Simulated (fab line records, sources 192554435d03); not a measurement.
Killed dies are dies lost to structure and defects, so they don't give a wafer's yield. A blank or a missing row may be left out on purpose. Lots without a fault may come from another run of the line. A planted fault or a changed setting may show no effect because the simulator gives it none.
fab line records | flow n5_finfet
record lots=24 wafers=72 last_day=19
route steps=1938 shown MOL_CONTACT_COAG@608 BEOL_M0_SAQP@639
lots that met no fault: from a run of the same line without faults
start_h: hours from the record's first day to the start of the lot's first wafer shown | wait_h: hours since the lot's step before | " the same as in the row above | L1.1+2: a row that stands for several wafers | - no value, or no start given | * or withheld: withheld | < > ~ a bound
route shown NAME@n: a module of which the file shows steps, and the number in the route of the first | usual: mean/standard deviation of fault-free wafers | same: alike in all rows | chamber/n: place in a boat | sites: the reading at each site | _std_site: their standard deviation | _edge_site: outer sites' mean less inner sites' | radius_mm: how far each site lies from the wafer's centre | mask NAME#n: copy n | behind: the tool/chamber that last shaped the wafer | hold: why the lot was held/for how many hours/how that ended | device: the transistor (n, p or np) that didn't switch | end of line: the same wafers' tests at the end of the route | a step without rows: its recipe alone | killed: dies lost to structure and defects at the first sort, not the wafer's yield | map: a wafer's dies, x killed, . not, _ none there
set.NAME: the setting as run; set.NAME@STEP: as run at that earlier step | model.NAME: the simulator's own value behind a step, which no gauge read
steps of the route over a sample of lots; a table a step, a row a wafer
services: from which hour (start_h, from the record's first day; less than 0 if before it) a tool's chamber was out of use, for how many hours, and why
## steps
# step N5_MOL_CONTACT_COAG_ALD_133
# recipe material=SiO2 target_thk_a=50 temp_c=100 ald_precursor_family=BDEAS ald_co_reactant=O2-plasma pulse_time_s=1 co_reactant_pulse_time_s=1 purge_time_s=2 co_reactant_purge_time_s=2 ald_cycles=35 pressure_torr=2
# usual heater_power_w=82/9.6 precursor_pulse_height_rel=1.000/0.018
# same co_reactant_pulse_time_s=1
# columns lot.wafer tool chamber start_h wait_h heater_power_w precursor_pulse_height_rel
L074.1 ald_sin-04 0 104.93 0.1 78 1.048
L074.2 " 2 " " 78 1.019
L074.3 " 3 " " 89 1.019
L075.1 ald_sin-04 3 110.30 0.1 90 0.987
L075.4 " 2 " " 78 0.998
L075.5 " 0 " " 76 1.001
L076.1 ald_sin-02 3 116.10 0.1 91 1.002
L076.5 " 0 " " 69 1.006
L076.6 " 3 " " 93 0.989
L077.2 ald_sin-02 3 119.78 0.1 90 0.977
L077.3 " 2 " " 92 1.020
L077.6 " 0 " " 68 1.019
L078.2 ald_sin-02 3 124.81 0.1 90 0.983
L078.5 " 1 " " 80 0.987
L078.6 " 2 " " 90 1.005
L079.3 ald_sin-04 1 131.61 0.1 84 0.974
L079.4 " 0 " " 78 1.001
L079.6 " 3 " " 90 0.998
L080.1 ald_sin-03 0 135.37 0.1 68 0.975
L080.2 " 3 " " 94 0.994
L080.6 " 2 " " 86 0.986
L081.1 ald_sin-02 3 150.53 0.1 92 0.996
L081.3 " 1 " " 79 0.962
L081.6 " 3 " " 89 0.991
L082.1 ald_sin-02 2 150.68 0.2 92 0.984
L082.2 " 0 " " 68 1.009
L082.6 " 2 " " 92 1.000
L083.1 ald_sin-03 3 158.63 0.8 94 0.982
L083.3 " 0 " " 69 0.997
L083.5 " 3 " " 94 1.014
L084.1 ald_sin-02 1 162.13 0.2 82 1.014
L084.2 " 3 " " 92 0.978
L084.5 " 3 " " 93 1.011
L086.1 ald_sin-04 3 174.55 0.1 93 1.011
L086.4 " 1 " " 84 0.973
L086.5 " 1 " " 82 0.978
L085.1 ald_sin-03 3 175.44 0.5 96 1.018
L085.2 " 2 " " 88 1.022
L085.6 " 3 " " 95 1.004
L087.1 ald_sin-04 1 183.22 0.1 83 1.039
L087.5 " 2 " " 79 1.013
L087.6 " 1 " " 83 0.985
L088.1 ald_sin-04 1 184.53 0.2 84 0.995
L088.2 " 0 " " 77 0.984
L088.5 " 2 " " 77 0.984
L089.1 ald_sin-02 1 192.54 0.1 80 1.030
L089.2 " 3 " " 91 1.005
L089.5 " 2 " " 93 0.970
L090.1 ald_sin-04 0 195.32 0.1 78 1.006
L090.4 " 1 " " 85 1.013
L090.5 " 2 " " 76 1.013
L091.3 ald_sin-02 3 200.17 0.1 89 1.019
L091.4 " 1 " " 80 0.974
L091.5 " 3 " " 90 0.999
L092.1 ald_sin-02 3 206.41 0.3 91 0.987
L092.3 " 1 " " 79 1.000
L092.5 " 0 " " 68 0.962
L093.3 ald_sin-03 1 214.36 0.4 66 0.980
L093.5 " 1 " " 67 1.011
L093.6 " 0 " " 71 1.016
L094.1 ald_sin-02 1 219.77 0.1 80 1.000
L094.2 " 2 " " 92 1.007
L094.4 " 0 " " 67 1.014
L095.2 ald_sin-02 0 224.20 0.2 67 0.974
L095.5 " 3 " " 89 1.014
L095.6 " 0 " " 68 0.985
L096.1 ald_sin-02 0 228.51 0.1 69 1.010
L096.2 " 3 " " 90 0.984
L096.3 " 0 " " 69 0.991
L097.2 ald_sin-03 0 235.33 0.1 69 0.990
L097.4 " 3 " " 94 0.999
L097.6 " 2 " " 89 0.971
# step N5_MOL_CONTACT_COAG_ETCH_124
# recipe chemistry=CH3F/O2 target=SiNx target_depth_a=65 mask_material=SOC stop_on=SiOC over_etch_frac=0.3 ion_energy_ev=120 pressure_mtorr=30 source_w=395 bias_w=73 Ar_flow_sccm=150 CH3F_flow_sccm=30 O2_flow_sccm=20 ends=end_point
# usual drypump_motor_current_A=5.9/0.34 oes_ar_750_au=0.80/0.077 oes_product_au=0.69/0.065 rf_vpp_V=297.7/2.4 showerhead_plenum_p_Torr=2.01/0.096 throttle_valve_pct=16.22/0.16
# columns lot.wafer tool chamber start_h wait_h drypump_motor_current_A oes_ar_750_au oes_product_au rf_hours_counter_h rf_vpp_V showerhead_plenum_p_Torr throttle_valve_pct
L074.1 rie_diel-04 0 105.46 0.0 6.4 0.93 0.79 18 296.9 2.13 15.99
L074.2 " 1 " " 6.1 0.75 0.64 184 293.7 1.90 16.17
L074.3 " 2 " " 6.1 0.90 0.77 30 298.1 1.96 16.35
L075.1 rie_diel-04 0 110.67 0.0 6.4 0.92 0.79 20 298.4 2.13 15.99
L075.4 " 2 " " 6.1 0.89 0.77 32 297.9 1.95 16.35
L075.5 " 3 " " 6.0 0.75 0.64 - 300.0 1.98 16.16
L076.1 rie_diel-04 0 116.46 0.0 6.4 0.92 0.79 21 299.0 2.13 15.98
L076.5 " 1 " " 6.1 0.74 0.64 - 294.5 1.90 16.18
L076.6 " 2 " " 6.1 0.89 0.76 - 297.0 1.95 16.38
L077.2 rie_diel-04 0 120.14 0.0 6.3 0.92 0.78 23 297.2 2.13 15.97
L077.3 " 3 " " 6.0 0.74 0.63 179 298.9 1.98 16.19
L077.6 " 0 " " 6.4 0.92 0.79 - 297.6 2.13 15.97
L078.2 rie_diel-04 3 125.18 0.0 6.0 0.74 0.63 181 298.5 1.98 16.19
L078.5 " 0 " " 6.4 0.91 0.78 - 298.5 2.13 16.00
L078.6 " 3 " " 6.0 0.74 0.63 - 299.3 1.98 16.19
L079.3 rie_diel-02 1 131.97 0.0 5.4 0.84 0.72 66 301.8 2.12 16.23
L079.4 " 3 " " 5.9 0.75 0.65 171 297.8 2.07 16.12
L079.6 " 1 " " 5.5 0.84 0.72 - 300.0 2.12 16.24
L080.1 rie_diel-05 1 135.74 0.0 5.4 0.78 0.66 124 296.7 1.85 16.44
L080.2 " 0 " " 5.6 0.76 0.66 150 300.4 2.08 16.14
L080.6 " 3 " " 6.3 0.71 0.61 - 296.3 2.06 16.52
L081.1 rie_diel-05 3 150.89 0.0 6.3 0.71 0.60 229 296.7 2.06 16.52
L081.3 " 2 " " 5.8 0.95 0.81 4 301.2 2.14 16.15
L081.6 " 1 " " 5.4 0.75 0.66 - 297.4 1.85 16.46
L082.1 rie_diel-02 1 151.05 0.0 5.5 0.82 0.71 73 301.7 2.12 16.26
L082.2 " 3 " " 5.9 0.74 0.64 178 297.5 2.07 16.13
L082.6 " 1 " " 5.5 0.83 0.72 - 301.1 2.12 16.24
L083.1 rie_diel-04 0 158.99 0.0 6.4 0.89 0.76 36 297.2 2.13 16.01
L083.3 " 2 " " 6.1 0.87 0.75 48 296.7 1.95 16.39
L083.5 " 0 " " 6.4 0.89 0.76 - 297.4 2.13 16.01
L084.1 rie_diel-04 2 162.49 0.0 6.1 0.86 0.74 50 296.1 1.95 16.42
L084.2 " 3 " " 6.0 0.73 0.62 194 299.6 1.98 16.22
L084.5 " 0 " " 6.4 0.89 0.77 - 298.6 2.13 16.00
L086.1 rie_diel-04 3 174.95 0.0 6.0 0.73 0.63 198 299.2 1.98 16.24
L086.4 " 2 " " 6.1 0.86 0.73 54 296.4 1.95 16.38
L086.5 " 0 " " 6.4 0.89 0.76 - 298.5 2.12 16.04
L085.1 rie_diel-05 1 175.81 0.0 5.4 0.75 0.65 136 297.4 1.85 16.46
L085.2 " 0 " " 5.5 0.76 0.65 163 300.2 2.08 16.16
L085.6 " 0 " " 5.5 0.76 0.65 - 300.0 2.08 16.16
L087.1 rie_diel-04 2 183.59 0.0 6.1 0.86 0.73 58 297.5 1.95 16.42
L087.5 " 2 " " 6.1 0.85 0.74 - 296.8 1.95 16.42
L087.6 " 1 " " 6.1 0.73 0.62 - 294.1 1.89 16.23
L088.1 rie_diel-02 3 184.90 0.0 5.9 0.74 0.63 188 297.8 2.06 16.14
L088.2 " 2 " " 6.4 0.67 0.58 247 300.5 1.96 16.50
L088.5 " 0 " " 5.3 0.84 0.73 - 297.3 2.12 16.00
L089.1 rie_diel-04 1 192.90 0.0 6.1 0.72 0.62 216 292.3 1.89 16.22
L089.2 " 2 " " 6.1 0.85 0.73 61 297.0 1.95 16.43
L089.5 " 3 " " 6.0 0.73 0.63 - 300.5 1.97 16.23
L090.1 rie_diel-02 3 195.68 0.0 5.9 0.73 0.62 192 299.5 2.06 16.14
L090.4 " 1 " " 5.5 0.82 0.69 - 301.4 2.11 16.27
L090.5 " 0 " " 5.3 0.84 0.72 - 296.9 2.12 16.01
L091.3 rie_diel-04 1 200.63 0.0 6.1 0.72 0.62 219 291.7 1.89 16.23
L091.4 " 3 " " 5.9 0.72 0.62 207 299.4 1.97 16.25
L091.5 " 0 " " 6.4 0.87 0.75 - 299.4 2.12 16.02
L092.1 rie_diel-04 0 206.77 0.0 6.4 0.87 0.75 53 296.4 2.12 16.04
L092.3 " 1 " " 6.1 0.72 0.62 222 293.7 1.89 16.24
L092.5 " 2 " " 6.1 0.85 0.72 - 297.9 1.94 16.45
L093.3 rie_diel-05 0 214.74 0.0 5.5 0.75 0.64 175 300.3 2.07 16.20
L093.5 " 2 " " 5.8 0.90 0.76 - 301.2 2.14 16.18
L093.6 " 1 " " 5.4 0.75 0.65 - 294.6 1.84 16.50
L094.1 rie_diel-02 1 220.13 0.0 5.5 0.80 0.68 98 300.3 2.11 16.30
L094.2 " 3 " " 5.9 0.72 0.62 203 297.2 2.06 16.17
L094.4 " 2 " " 6.4 0.99 0.85 1 300.6 1.96 16.02
L095.2 rie_diel-04 2 224.57 0.0 6.1 0.84 0.71 75 296.9 1.94 16.44
L095.5 " 2 " " 6.1 0.84 0.72 - 297.9 1.94 16.45
L095.6 " 1 " " 6.1 0.71 0.61 - 293.7 1.89 16.28
L096.1 rie_diel-05 2 229.03 0.0 5.8 0.88 0.75 28 302.3 2.13 16.20
L096.2 " 1 " " 5.4 0.74 0.64 153 297.7 1.84 16.49
L096.3 " 0 " " 5.5 0.74 0.63 180 301.0 2.07 16.19
L097.2 rie_diel-04 1 235.69 0.0 6.1 0.71 0.60 234 294.6 1.89 16.28
L097.4 " 0 " " 6.4 0.85 0.73 65 296.0 2.12 16.05
L097.6 " 0 " " 6.4 0.86 0.73 - 298.0 2.12 16.07
# step N5_MOL_CONTACT_COAG_CVD_140
# recipe material=W target_thk_a=665 mode=selective_fill temp_c=300 time_s=215
# usual heater_power_w=518/57
# columns lot.wafer tool chamber start_h wait_h heater_power_w
L074.1 cvd_w-01 1 105.93 0.1 448
L074.2 " 0 " " 509
L074.3 " 0 " " 512
L075.1 cvd_w-01 1 111.12 0.1 442
L075.4 " 1 " " 441
L075.5 " 0 " " 507
L076.1 cvd_w-01 0 116.92 0.1 507
L076.5 " 1 " " 454
L076.6 " 0 " " 493
L077.2 cvd_w-02 1 120.60 0.1 539
L077.3 " 0 " " 600
L077.6 " 1 " " 543
L078.2 cvd_w-02 0 125.63 0.1 602
L078.5 " 0 " " 602
L078.6 " 1 " " 525
L079.3 cvd_w-02 1 132.51 0.1 542
L079.4 " 0 " " 598
L079.6 " 1 " " 539
L080.1 cvd_w-01 1 136.19 0.1 441
L080.2 " 0 " " 498
L080.6 " 0 " " 521
L081.1 cvd_w-02 1 151.36 0.1 540
L081.3 " 1 " " 537
L081.6 " 1 " " 550
L082.1 cvd_w-01 1 151.55 0.1 448
L082.2 " 0 " " 508
L082.6 " 0 " " 498
L083.1 cvd_w-02 1 159.44 0.1 545
L083.3 " 1 " " 528
L083.5 " 1 " " 537
L084.1 cvd_w-01 0 163.04 0.1 499
L084.2 " 0 " " 512
L084.5 " 0 " " 507
L086.1 cvd_w-01 0 175.41 0.1 505
L086.4 " 0 " " 518
L086.5 " 1 " " 444
L085.1 cvd_w-01 0 176.26 0.1 502
L085.2 " 1 " " 439
L085.6 " 0 " " 495
L087.1 cvd_w-02 0 184.13 0.1 586
L087.5 " 0 " " 600
L087.6 " 0 " " 617
L088.1 cvd_w-02 0 185.44 0.1 602
L088.2 " 0 " " 596
L088.5 " 0 " " 612
L089.1 cvd_w-02 1 193.36 0.1 550
L089.2 " 0 " " 602
L089.5 " 1 " " 538
L090.1 cvd_w-01 0 196.14 0.1 509
L090.4 " 0 " " 505
L090.5 " 1 " " 448
L091.3 cvd_w-01 1 201.16 0.1 447
L091.4 " 0 " " 508
L091.5 " 0 " " 490
L092.1 cvd_w-02 1 207.23 0.1 559
L092.3 " 0 " " 599
L092.5 " 1 " " 530
L093.3 cvd_w-01 0 215.28 0.1 500
L093.5 " 1 " " 450
L093.6 " 0 " " 501
L094.1 cvd_w-01 0 220.59 0.1 515
L094.2 " 1 " " 434
L094.4 " 1 " " 454
L095.2 cvd_w-01 0 225.03 0.1 492
L095.5 " 1 " " 453
L095.6 " 0 " " 499
L096.1 cvd_w-02 1 229.48 0.1 528
L096.2 " 0 " " 608
L096.3 " 1 " " 535
L097.2 cvd_w-01 0 236.15 0.1 513
L097.4 " 1 " " 449
L097.6 " 0 " " 501
# step N5_MOL_CONTACT_COAG_CMP_52
# recipe stop_on=SiO2 t_overpolish_s=1.5 post_cmp_clean=w_dilute_nh4oh down_force_psi=4 platen_rpm=50.289 pad_velocity_m_s=1.0006 target_thk_nm=66.5
# usual edge_zone_pressure_frac=1.000/0.0047 motor_current_A=12.0/0.94 overpolish_run_s=1.500/0.0089 platen_rpm=50.29/0.036 time_to_endpoint_s=13.7/1.9
# columns lot.wafer tool chamber start_h wait_h edge_zone_pressure_frac motor_current_A overpolish_run_s platen_rpm time_to_endpoint_s
L074.1 cmp-01 3 106.25 0.0 1.004 10.6 1.502 50.33 15.2
L074.3 " 1 " " 0.995 13.4 1.499 50.33 13.8
L074.2 " 2 " " 1.000 11.6 1.497 50.24 14.4
L075.1 cmp-02 2 111.48 0.1 0.995 13.3 1.507 50.25 16.8
L075.4 " 0 " " 1.006 11.5 1.491 50.31 11.2
L075.5 " 1 " " 1.000 11.1 1.510 50.32 12.2
L076.1 cmp-01 1 117.35 0.1 1.008 13.1 1.493 50.30 8.6
L076.6 " 2 " " 1.000 11.8 1.507 50.28 9.9
L076.5 " 3 " " 1.004 10.3 1.486 50.24 12.3
L077.2 cmp-01 2 120.96 0.1 1.006 11.6 1.492 50.30 13.0
L077.3 " 3 " " 0.999 10.1 1.502 50.34 14.6
L077.6 " 2 " " 1.007 11.8 1.494 50.31 12.7
L078.2 cmp-04 2 126.06 0.1 1.001 13.3 1.495 50.34 15.5
L078.5 " 0 " " 1.003 11.8 1.500 50.32 13.2
L078.6 " 1 " " 0.999 12.4 1.492 50.31 14.1
L079.3 cmp-02 0 132.79 0.1 1.003 11.2 1.484 50.25 10.1
L079.4 " 1 " " 1.004 10.9 1.480 50.34 11.4
L079.6 " 3 " " 1.002 12.2 1.504 50.23 12.2
L080.2 cmp-02 1 136.59 0.1 0.998 11.4 1.506 50.32 12.4
L080.1 " 2 " " 0.999 12.8 1.499 50.33 13.7
L080.6 " 0 " " 1.004 11.2 1.515 50.23 12.0
L081.3 cmp-01 3 151.68 0.0 0.997 10.5 1.496 50.30 17.6
L081.1 " 2 " " 1.003 11.5 1.512 50.31 18.0
L081.6 " 3 " " 0.996 10.5 1.497 50.30 15.9
L082.1 cmp-01 1 151.94 0.1 0.996 13.4 1.507 50.32 12.4
L082.2 " 2 " " 0.999 11.6 1.512 50.27 14.1
L082.6 " 1 " " 0.992 13.5 1.478 50.26 15.1
L083.3 cmp-04 2 159.82 0.1 1.006 13.6 1.500 50.29 10.4
L083.1 " 3 " " 0.994 12.1 1.505 50.30 12.7
L083.5 " 1 " " 0.999 12.7 1.501 50.28 10.7
L084.2 cmp-04 0 163.60 0.0 0.996 12.1 1.509 50.31 13.1
L084.1 " 1 " " 1.001 12.2 1.495 50.30 13.8
L084.5 " 1 " " 1.003 12.5 1.498 50.28 15.3
L086.4 cmp-02 0 175.77 0.1 0.994 11.5 1.490 50.30 14.8
L086.1 " 2 " " 0.998 13.4 1.504 50.36 14.2
L086.5 " 0 " " 1.003 11.5 1.495 50.26 16.3
L085.2 cmp-01 1 176.62 0.1 1.007 13.9 1.514 50.29 14.5
L085.1 " 3 " " 1.003 10.1 1.497 50.32 14.7
L085.6 " 0 " " 0.993 11.3 1.502 50.27 14.0
L087.1 cmp-02 2 184.73 0.1 1.001 12.6 1.492 50.28 11.4
L087.6 " 1 " " 1.001 11.1 1.521 50.24 11.9
L087.5 " 2 " " 0.999 13.0 1.503 50.29 11.4
L088.1 cmp-04 2 186.00 0.0 0.998 13.7 1.516 50.23 15.1
L088.2 " 3 " " 0.996 12.0 1.498 50.31 13.1
L088.5 " 2 " " 0.998 13.6 1.504 50.27 13.0
L089.1 cmp-02 3 193.72 0.1 0.997 12.7 1.489 50.25 12.6
L089.2 " 1 " " 0.999 11.4 1.496 50.28 12.4
L089.5 " 3 " " 1.005 11.9 1.482 50.25 15.7
L090.4 cmp-01 2 196.54 0.1 1.000 11.4 1.490 50.28 15.3
L090.1 " 3 " " 1.005 10.1 1.500 50.21 16.7
L090.5 " 0 " " 1.000 12.6 1.513 50.24 16.5
L091.4 cmp-04 2 201.40 0.0 1.002 14.0 1.503 50.25 12.1
L091.3 " 3 " " 0.995 12.3 1.507 50.30 12.5
L091.5 " 2 " " 1.006 13.6 1.492 50.27 12.6
L092.1 cmp-04 0 207.60 0.1 1.007 11.1 1.499 50.28 12.7
L092.3 " 1 " " 1.001 11.9 1.500 50.33 13.5
L092.5 " 0 " " 0.998 11.8 1.507 50.31 12.4
L093.3 cmp-04 2 215.59 0.1 1.003 13.4 1.501 50.27 12.9
L093.6 " 0 " " 0.993 11.6 1.494 50.36 14.5
L093.5 " 1 " " 0.998 11.7 1.500 50.24 11.9
L094.2 cmp-01 3 220.94 0.1 0.997 10.1 1.491 50.22 13.7
L094.4 " 0 " " 1.002 11.9 1.511 50.27 16.7
L094.1 " 1 " " 0.999 14.2 1.486 50.24 14.7
L095.2 cmp-02 3 225.40 0.1 1.000 12.0 1.488 50.28 16.5
L095.5 " 2 " " 1.000 12.8 1.500 50.29 14.0
L095.6 " 3 " " 0.998 11.8 1.502 50.32 17.8
L096.2 cmp-04 0 229.84 0.1 0.998 11.4 1.500 50.26 20.1
L096.1 " 1 " " 1.005 12.5 1.501 50.25 17.4
L096.3 " 2 " " 0.988 13.6 1.516 50.30 16.7
L097.2 cmp-04 0 236.51 0.1 1.001 11.5 1.500 50.31 15.0
L097.4 " 1 " " 1.002 13.0 1.505 50.38 14.1
L097.6 " 0 " " 0.999 11.4 1.502 50.25 12.1
# step N5_BEOL_M0_SAQP_THK_MEAS_05
# usual thk_nm=60.0/0.67
# columns lot.wafer tool chamber start_h wait_h thk_nm
L074.1 film_metro-02 - 110.82 0.1 59.6
L074.2 " - " " 59.0
L074.3 " - " " 59.3
L075.1 film_metro-02 - 117.78 0.1 59.2
L075.4 " - " " 59.6
L075.5 " - " " 59.3
L076.1 film_metro-01 - 122.61 0.1 59.3
L076.5 " - " " 59.9
L076.6 " - " " 59.9
L077.2 film_metro-02 - 126.31 0.1 60.2
L077.3 " - " " 59.9
L077.6 " - " " 59.8
L078.2 film_metro-01 - 130.42 0.1 60.2
L078.5 " - " " 60.5
L078.6 " - " " 59.8
L079.3 film_metro-01 - 138.85 0.1 59.7
L079.4 " - " " 60.2
L079.6 " - " " 59.7
L080.1 film_metro-01 - 140.80 0.1 59.9
L080.2 " - " " 59.1
L080.6 " - " " 61.2
L081.1 film_metro-02 - 156.38 0.1 59.2
L081.3 " - " " 58.8
L081.6 " - " " 60.1
L082.1 film_metro-01 - 160.08 0.1 59.3
L082.2 " - " " 59.0
L082.6 " - " " 60.4
L083.1 film_metro-02 - 165.98 0.1 59.3
L083.3 " - " " 60.4
L083.5 " - " " 60.0
L084.1 film_metro-02 - 168.13 0.1 59.4
L084.2 " - " " 59.3
L084.5 " - " " 60.7
L086.1 film_metro-02 - 180.69 0.1 60.0
L086.4 " - " " 61.0
L086.5 " - " " 60.8
L085.1 film_metro-01 - 183.77 0.1 59.1
L085.2 " - " " 59.1
L085.6 " - " " 59.7
L087.1 film_metro-02 - 188.95 0.1 59.7
L087.5 " - " " 60.3
L087.6 " - " " 60.6
L088.1 film_metro-02 - 192.30 0.1 59.6
L088.2 " - " " 60.1
L088.5 " - " " 60.9
L089.1 film_metro-02 - 200.67 0.1 60.1
L089.2 " - " " 59.7
L089.5 " - " " 61.1
L090.1 film_metro-02 - 201.35 0.1 59.8
L090.4 " - " " 60.2
L090.5 " - " " 60.8
L091.3 film_metro-01 - 206.53 0.1 60.4
L091.4 " - " " 61.1
L091.5 " - " " 61.1
L092.1 film_metro-01 - 211.66 0.1 59.9
L092.3 " - " " 59.1
L092.5 " - " " 60.4
L093.3 film_metro-02 - 220.23 0.1 61.1
L093.5 " - " " 60.1
L093.6 " - " " 59.7
L094.1 film_metro-01 - 225.83 0.1 59.8
L094.2 " - " " 59.7
L094.4 " - " " 60.2
L095.2 film_metro-02 - 229.99 0.1 58.7
L095.5 " - " " 59.6
L095.6 " - " " 59.7
L096.1 film_metro-02 - 234.45 0.1 59.7
L096.2 " - " " 59.8
L096.3 " - " " 58.4
L097.2 film_metro-01 - 242.05 0.1 60.1
L097.4 " - " " 61.1
L097.6 " - " " 61.4
# step N5_BEOL_M0_SAQP_STRIP_86
# recipe chemistry=N2/H2 power_w=500 temp_c=40 pressure_mtorr=50 rf_frequency_hz=6e+07 overash_fraction=0.3 bias_power_w=28 h2_frac=0.5 n2_flow_sccm=300 h2_flow_sccm=300
# usual drypump_motor_current_A=5.54/0.29 h2_flow_sccm=300.1/0.93 oes_product_au=0.77/0.068 rf_vpp_V=121.7/1.5 showerhead_plenum_p_Torr=3.34/0.12 throttle_valve_pct=19.0/0.36
# columns lot.wafer tool chamber start_h wait_h drypump_motor_current_A h2_flow_sccm oes_product_au rf_hours_counter_h rf_vpp_V showerhead_plenum_p_Torr throttle_valve_pct
L074.1 rie_diel-06 2 112.77 0.2 5.96 300.3 0.80 88 120.7 3.54 19.3
L074.2 " 0 " " 5.47 300.4 0.92 33 124.1 3.42 18.5
L074.3 " 3 " " 5.06 302.6 0.73 193 121.0 3.21 19.2
L075.1 rie_diel-01 2 118.60 0.1 5.72 300.8 0.73 193 119.5 3.34 19.2
L075.4 " 3 " " 5.68 300.1 0.79 111 122.1 3.26 19.0
L075.5 " 2 " " 5.69 301.4 0.73 - 122.4 3.34 19.2
L076.1 rie_diel-06 1 123.58 0.1 5.98 301.1 0.95 11 122.6 3.43 19.0
L076.5 " 3 " " 5.08 300.2 0.73 - 118.8 3.20 19.2
L076.6 " 0 " " 5.44 298.9 0.90 - 122.2 3.42 18.5
L077.2 rie_diel-03 1 127.19 0.1 5.22 300.8 0.79 119 121.4 3.10 18.4
L077.3 " 2 " " 5.31 301.1 0.75 153 122.7 3.36 19.4
L077.6 " 3 " " 5.70 300.0 0.71 - 123.0 3.33 19.2
L078.2 rie_diel-01 0 131.23 0.1 5.07 302.3 0.84 61 122.2 3.40 18.8
L078.5 " 1 " " 5.58 301.4 0.73 - 122.3 3.48 19.0
L078.6 " 2 " " 5.71 299.8 0.73 - 118.5 3.34 19.1
L079.3 rie_diel-03 0 139.79 0.1 5.63 300.3 0.73 187 124.2 3.33 18.4
L079.4 " 1 " " 5.22 300.0 0.79 124 117.8 3.10 18.4
L079.6 " 2 " " 5.25 299.3 0.74 - 121.3 3.36 19.4
L080.1 rie_diel-03 0 141.74 0.1 5.60 299.8 0.74 187 121.1 3.33 18.3
L080.2 " 2 " " 5.28 298.9 0.74 159 120.2 3.35 19.4
L080.6 " 0 " " 5.57 299.6 0.73 - 123.4 3.33 18.4
L081.1 rie_diel-01 0 157.32 0.1 5.08 300.4 0.84 67 122.9 3.40 18.9
L081.3 " 3 " " 5.66 298.8 0.78 122 121.2 3.26 19.1
L081.6 " 2 " " 5.69 301.6 0.73 - 121.1 3.34 19.2
L082.1 rie_diel-06 0 160.93 0.1 5.46 300.5 0.89 47 121.0 3.41 18.5
L082.2 " 2 " " 6.01 299.9 0.79 100 123.7 3.53 19.3
L082.6 " 1 " " 5.98 299.3 0.93 - 121.3 3.43 19.0
L083.1 rie_diel-03 2 166.80 0.1 5.33 300.9 0.74 163 121.3 3.35 19.4
L083.3 " 3 " " 5.72 301.3 0.69 219 122.7 3.33 19.3
L083.5 " 3 " " 5.72 300.4 0.70 - 120.7 3.33 19.3
L084.1 rie_diel-06 0 169.12 0.1 5.46 300.2 0.89 50 124.4 3.41 18.5
L084.2 " 2 " " 5.99 300.5 0.79 102 123.1 3.53 19.3
L084.5 " 0 " " 5.49 299.1 0.88 - 119.3 3.41 18.5
L086.1 rie_diel-06 0 181.64 0.1 5.45 299.3 0.88 52 122.5 3.41 18.5
L086.4 " 3 " " 5.07 299.3 0.71 213 120.0 3.19 19.2
L086.5 " 1 " " 6.00 300.7 0.92 - 123.8 3.42 19.0
L085.1 rie_diel-01 1 185.07 0.1 5.61 299.3 0.71 211 125.2 3.47 19.0
L085.2 " 2 " " 5.69 301.6 0.72 212 120.8 3.33 19.2
L085.6 " 3 " " 5.67 299.6 0.77 - 121.8 3.25 19.1
L087.1 rie_diel-06 1 189.89 0.1 5.98 300.4 0.91 30 122.6 3.42 19.0
L087.5 " 2 " " 6.01 299.5 0.79 - 122.7 3.53 19.3
L087.6 " 1 " " 5.96 299.6 0.89 - 123.6 3.42 19.0
L088.1 rie_diel-03 3 193.26 0.1 5.71 298.9 0.70 227 121.1 3.32 19.3
L088.2 " 1 " " 5.24 299.5 0.78 136 120.7 3.10 18.4
L088.5 " 3 " " 5.69 300.3 0.70 - 122.3 3.32 19.3
L089.1 rie_diel-03 1 201.67 0.1 5.27 299.8 0.78 138 121.2 3.09 18.4
L089.2 " 2 " " 5.32 299.4 0.74 172 124.5 3.35 19.4
L089.5 " 3 " " 5.72 300.8 0.70 - 122.7 3.32 19.3
L090.1 rie_diel-03 0 202.30 0.1 5.55 299.9 0.72 205 121.5 3.32 18.3
L090.4 " 2 " " 5.36 299.8 0.73 172 122.3 3.35 19.4
L090.5 " 3 " " 5.70 299.2 0.70 - 120.8 3.32 19.3
L091.3 rie_diel-06 2 207.49 0.1 5.96 299.7 0.79 113 121.2 3.53 19.4
L091.4 " 3 " " 5.07 299.3 0.72 221 118.7 3.19 19.2
L091.5 " 3 " " 5.07 298.2 0.71 - 120.6 3.19 19.2
L092.1 rie_diel-01 1 212.60 0.1 5.58 300.6 0.71 220 120.2 3.47 19.0
L092.3 " 3 " " 5.68 300.0 0.76 137 119.7 3.25 19.1
L092.5 " 1 " " 5.59 301.7 0.70 - 122.0 3.46 19.1
L093.3 rie_diel-03 2 221.08 0.1 5.31 299.4 0.73 178 122.1 3.34 19.4
L093.5 " 1 " " 5.20 299.5 0.77 - 118.7 3.09 18.4
L093.6 " 0 " " 5.56 300.6 0.72 - 123.2 3.32 18.4
L094.1 rie_diel-01 1 226.78 0.1 5.59 298.7 0.72 226 122.2 3.46 19.1
L094.2 " 0 " " 5.08 300.9 0.83 84 121.1 3.39 18.9
L094.4 " 2 " " 5.70 300.8 0.72 227 118.4 3.32 19.2
L095.2 rie_diel-06 1 231.24 0.1 5.95 300.1 0.87 44 125.1 3.42 19.0
L095.5 " 3 " " 5.08 298.8 0.72 - 123.4 3.19 19.2
L095.6 " 2 " " 5.98 302.5 0.80 - 121.3 3.52 19.3
L096.1 rie_diel-03 1 235.36 0.1 5.24 301.2 0.77 150 118.5 3.09 18.4
L096.2 " 2 " " 5.33 298.5 0.73 183 121.0 3.34 19.4
L096.3 " 0 " " 5.58 299.6 0.72 216 122.0 3.32 18.4
L097.2 rie_diel-01 0 243.37 0.2 5.08 299.9 0.79 89 123.3 3.39 18.9
L097.4 " 2 " " 5.68 298.6 0.71 233 121.2 3.32 19.2
L097.6 " 0 " " 5.10 300.6 0.81 - 121.1 3.39 18.9
## services
# columns tool chamber start_h hours kind
cmp-04 - 84.86 0.3 repair
cmp-04 - 87.41 1.7 repair
rie_diel-03 3 91.98 1.4 repair
rie_diel-03 - 110.52 4.3 pm
cvd_w-02 0 113.65 3.1 repair
cmp-01 - 122.00 5.7 pm
rie_diel-03 0 122.22 3.0 repair
rie_diel-03 0 125.87 9.6 repair
cmp-04 - 136.09 0.9 repair
rie_diel-06 2 146.56 6.0 repair
rie_diel-03 2 152.31 9.3 repair
cvd_w-01 1 160.49 14.0 repair
ald_sin-02 - 166.41 0.8 pm
cvd_w-02 - 174.37 2.8 pm
rie_diel-03 1 174.66 6.3 repair
cvd_w-02 1 179.27 9.2 repair
cvd_w-01 - 179.31 11.2 repair
cmp-04 - 192.98 3.4 pm
cmp-01 - 195.17 1.2 repair
cvd_w-01 - 204.91 3.8 pm
ald_sin-02 1 223.34 16.5 repair
ald_sin-02 2 228.06 3.2 repair
cmp-01 - 237.79 4.0 pm
rie_diel-03 2 241.27 5.7 repair
## key
fault none
